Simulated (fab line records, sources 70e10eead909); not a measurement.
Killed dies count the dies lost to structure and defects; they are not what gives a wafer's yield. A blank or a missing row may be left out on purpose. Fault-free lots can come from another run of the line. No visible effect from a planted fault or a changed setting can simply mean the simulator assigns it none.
Which tool was responsible? | flow nandHarc | 36 wafers from 12 lots sampled at 4 of the route's 1302 steps

WHAT EACH GAUGE READ, for each wafer
NHARC_A_ONON_D2_THK_MEAS_08: measures by ellipsometry.
lot  | measured     | on           | thkNm (nm)
L075 | day 12 11:59 | filmMetro-01 | 998 996 1000
L077 | day 13 19:47 | filmMetro-01 | 1004 1002 1003
L079 | day 14 00:49 | filmMetro-01 | 1001 1002 1001
L082 | day 15 11:14 | filmMetro-02 | 1002 1002 1001
L083 | day 15 22:46 | filmMetro-01 | 983 981 984
L085 | day 17 03:38 | filmMetro-01 | 1008 1009 1008
L087 | day 18 05:19 | filmMetro-02 | 993 996 995
L089 | day 18 12:05 | filmMetro-01 | 991 993 993
L091 | day 19 10:05 | filmMetro-01 | 996 996 995
L094 | day 20 15:46 | filmMetro-02 | 999 999 998
L095 | day 21 08:21 | filmMetro-01 | 1000 1000 999
L097 | day 22 13:25 | filmMetro-01 | 977 976 979

WHAT TOOL EACH LOT RAN ON (gives the tool, then ch and the chambers of the sampled wafers, and finally the start)
lot  | NHARC_A_CHANNEL_HOLE_D1_ETCH_24 | NHARC_A_CHANNEL_FILL_D1_ETCHBACK_19 | NHARC_A_DECK1_JOINT_CMP_02
L075 | harEtch-02 ch 0,1, day 8 20:10  | rieSi-05 ch 2,3, day 9 20:58        | cmp-01 ch 0,1, day 12 09:34
L077 | harEtch-01 ch 0,1, day 9 23:35  | rieSi-06 ch 1,2,3, day 11 01:46     | cmp-01 ch 0,1,3, day 13 17:22
L079 | harEtch-02 ch 0,1, day 10 10:29 | rieSi-02 ch 0,2,3, day 11 13:54     | cmp-01 ch 0,1,3, day 13 22:22
L082 | harEtch-02 ch 0,1, day 11 20:42 | rieSi-02 ch 1,2,3, day 13 00:23     | cmp-01 ch 0,1,3, day 15 08:50
L083 | harEtch-02 ch 0,1, day 12 08:44 | rieSi-06 ch 0,1,3, day 13 12:39     | cmp-01 ch 0,1,2, day 15 20:22
L085 | harEtch-01 ch 0,1, day 13 10:46 | rieSi-05 ch 0,3, day 14 16:06       | cmp-03 ch 0,1,3, day 17 01:16
L087 | harEtch-01 ch 0,1, day 14 08:10 | rieSi-02 ch 2,3, day 15 11:46       | cmp-04 ch 0,2,3, day 18 02:56
L089 | harEtch-01 ch 0,1, day 14 19:18 | rieSi-02 ch 1,2,3, day 15 22:05     | cmp-04 ch 0,1,2, day 18 09:32
L091 | harEtch-01 ch 0,1, day 15 13:01 | rieSi-06 ch 2,3, day 16 15:23       | cmp-03 ch 0,1,2, day 19 07:42
L094 | harEtch-01 ch 0,1, day 16 19:08 | rieSi-06 ch 1,2, day 18 01:18       | cmp-01 ch 1,2,3, day 20 13:24
L095 | harEtch-01 ch 0,1, day 17 15:25 | rieSi-05 ch 1,2,3, day 18 20:23     | cmp-04 ch 1,2,3, day 21 05:58
L097 | harEtch-01 ch 0,1, day 18 15:39 | rieSi-05 ch 1,3, day 19 19:38       | cmp-04 ch 0,2, day 22 11:01
- NHARC_A_CHANNEL_HOLE_D1_ETCH_24: etches the open film in C4F8/O2/Ar, time 906.2 s, target depth 1500 nm.
- NHARC_A_CHANNEL_FILL_D1_ETCHBACK_19: etches the open film in HBr/Cl2, target depth 5 nm, time 1.7 s.
- NHARC_A_DECK1_JOINT_CMP_02: polishes SiOx.

THE ANSWER, worked out from the rows above alone
Rule: usual is defined by the lots themselves. Put in order of their means at a reading, lots are off if they are a third of the lots or fewer, leave a main group of 4 or more, and stand apart from it by a gap of 3 or more times the standard deviation of the main group's means; of several such gaps the widest counts. A main group is skipped when, at the precision printed for the reading in the tables above, its means are all equal. A lot without any number at a reading at which 4 lots or more have one is off too. The other lots that the step has rows for count as sound.
No lot is off on any of the readings shown, so nothing can be concluded from this.

WHAT HAD BEEN PUT IN BY THE SIMULATOR
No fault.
